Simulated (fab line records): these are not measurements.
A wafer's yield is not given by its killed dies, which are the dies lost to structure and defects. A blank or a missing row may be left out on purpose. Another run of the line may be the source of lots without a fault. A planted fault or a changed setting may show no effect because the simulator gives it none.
Matching of chambers | flow nand-harc | rie-diel-06 running NHARC_A_STAIRCASE_TRIM_20: 4 sister chambers
The step chemistry O2, time 211.2 s. 4 wafers are shown with their chamber, then 10 later ones without.

== EACH WAFER AND ITS CHAMBER ==
wafer  | chamber | showerhead-plenum-p-Torr (Torr)
L085.5 | 1       | 3.30
L088.4 | 2       | 3.69
L091.1 | 3       | 3.76
L091.2 | 0       | 3.56

== WAFERS WITHOUT THEIR CHAMBER ==
wafer  | showerhead-plenum-p-Torr (Torr)
L091.5 | 3.56
L093.1 | 3.69
L093.2 | 3.56
L093.6 | 3.75
L095.1 | 3.75
L095.4 | 3.69
L095.5 | 3.75
L097.1 | 3.29
L097.2 | 3.56
L097.4 | 3.75

== THE CHAMBER EACH PASSED THROUGH ==
wafer  | from the rows above | in truth
L091.5 | 0                   | 0
L093.1 | 2                   | 2
L093.2 | 0                   | 0
L093.6 | 3                   | 3
L095.1 | 3                   | 3
L095.4 | 2                   | 2
L095.5 | 3                   | 3
L097.1 | 1                   | 1
L097.2 | 0                   | 0
L097.4 | 3                   | 3
Correct placement for 10 of the 10. Number that these rows cannot place: 0. 0 placed wrongly.
How it was worked out, from the rows above alone: a wafer's distance from a chamber is the root of the sum, over the readings, of the square of ((its reading less the chamber's mean) divided by the reading's scatter). If the next closest chamber is less than 2 further off than the closest, the wafer can't be placed; otherwise it belongs to the closest. The mean given for a chamber averages the wafers shown for that chamber. The scatter (one wafer shown for each chamber): square how far every hidden wafer sits from the nearest shown wafer, average those squares and take the square root.
